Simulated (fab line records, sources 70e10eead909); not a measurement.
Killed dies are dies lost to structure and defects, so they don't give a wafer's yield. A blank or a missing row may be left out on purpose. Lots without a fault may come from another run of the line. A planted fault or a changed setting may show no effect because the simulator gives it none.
Which tool did it? | flow nand_harc | 11 lots, 33 wafers sampled, at 5 steps of a route of 1302

WHAT THE GAUGES READ, wafer by wafer
NHARC_END_SORT_01.
lot  | measured     | on        | killed_at_array
L537 | day 24 09:34 | prober-02 | 22 17 20
L538 | day 25 00:37 | prober-02 | 91 76 68
L539 | day 25 11:32 | prober-02 | 63 71 60
L540 | day 25 11:29 | prober-01 | 21 22 20
L545 | day 27 22:22 | prober-02 | 53 62 54
L554 | day 32 01:50 | prober-02 | 69 73 74
L552 | day 31 18:52 | prober-02 | 40 53 54
L555 | day 32 06:26 | prober-01 | 69 79 85
L556 | day 32 18:16 | prober-01 | 48 64 48
L558 | day 33 13:10 | prober-01 | 50 44 61
L559 | day 34 06:50 | prober-02 | 45 50 53

WHICH TOOL RAN EACH LOT (tool, then ch and the chambers of the sampled wafers, then the start)
lot  | NHARC_A_SLIT_DESCUM_14             | NHARC_A_SLIT_ETCH_24               | NHARC_A_SLIT_ETCH_17             | NHARC_A_WL_FILL_ETCHBACK_04
L537 | rie_diel-09 ch 0,2, day 19 20:29   | rie_diel-09 ch 0,3, day 19 20:34   | har_etch-02 ch 0,1, day 19 22:20 | rie_metal-02 ch 0,1, day 20 10:48
L538 | rie_diel-06 ch 0,1,2, day 20 04:50 | rie_diel-06 ch 0,1,2, day 20 04:55 | har_etch-01 ch 0,1, day 20 09:28 | rie_metal-01 ch 0,1, day 20 21:33
L539 | rie_diel-10 ch 2,3, day 21 03:43   | rie_diel-10 ch 0,1,3, day 21 03:49 | har_etch-01 ch 0,1, day 21 05:34 | rie_metal-02 ch 0,1, day 21 18:02
L540 | rie_diel-09 ch 2,3, day 21 03:52   | rie_diel-09 ch 0,3, day 21 03:57   | har_etch-02 ch 0, day 21 05:07   | rie_metal-03 ch 0,1, day 21 18:21
L545 | rie_diel-10 ch 1,3, day 23 08:54   | rie_diel-10 ch 1,2,3, day 23 08:59 | har_etch-01 ch 1, day 23 10:08   | rie_metal-02 ch 0,1, day 23 23:04
L554 | rie_diel-09 ch 0,3, day 27 05:08   | rie_diel-09 ch 0,2,3, day 27 05:13 | har_etch-01 ch 0,1, day 27 06:38 | rie_metal-02 ch 0,1, day 27 19:47
L552 | rie_diel-06 ch 0,1,2, day 27 05:53 | rie_diel-06 ch 1,2, day 27 05:58   | har_etch-02 ch 1, day 27 07:44   | rie_metal-03 ch 0,1, day 27 20:06
L555 | rie_diel-09 ch 1,2,3, day 27 13:10 | rie_diel-09 ch 0,1,2, day 27 13:15 | har_etch-01 ch 0, day 27 14:40   | rie_metal-02 ch 0,1, day 28 04:07
L556 | rie_diel-06 ch 2,3, day 28 03:54   | rie_diel-06 ch 1,3, day 28 03:59   | har_etch-01 ch 0,1, day 28 05:10 | rie_metal-02 ch 0, day 28 18:10
L558 | rie_diel-10 ch 0,1,3, day 28 22:07 | rie_diel-10 ch 1,2, day 28 22:12   | har_etch-01 ch 0,1, day 28 23:58 | rie_metal-01 ch 0,1, day 29 12:26
L559 | rie_diel-10 ch 0,1,2, day 29 13:45 | rie_diel-10 ch 1,2, day 29 13:50   | har_etch-02 ch 0,1, day 29 15:37 | rie_metal-01 ch 0,1, day 30 03:51
- NHARC_A_SLIT_DESCUM_14: chemistry O2, time 3 s.
- NHARC_A_SLIT_ETCH_24: etches the open film in CF4/CHF3, target depth 121 nm, time 60.5 s.
- NHARC_A_SLIT_ETCH_17: etches the open film in C4F8/O2/Ar, time 4254.5 s, target depth 20300 nm.
- NHARC_A_WL_FILL_ETCHBACK_04: etches the open film in NF3, target depth 60 nm, time 120 s.

THE ANSWER, worked out from the rows above alone
Rule: what is usual is taken from the lots themselves. Put in order of their means at a reading, lots are off if they are a third of the lots or fewer, leave a main group of 4 or more, and stand apart from it by a gap of 3 or more times the standard deviation of the main group's means; of several such gaps the widest counts. A main group whose means are all the same, to the digits that the tables above print for the reading, isn't used. A lot without any number at a reading at which 4 lots or more have one is off too. The other lots that the step has rows for count as sound.
No lot is off at any reading shown: from this, nothing can be told.

WHAT THE SIMULATOR HAD PUT IN
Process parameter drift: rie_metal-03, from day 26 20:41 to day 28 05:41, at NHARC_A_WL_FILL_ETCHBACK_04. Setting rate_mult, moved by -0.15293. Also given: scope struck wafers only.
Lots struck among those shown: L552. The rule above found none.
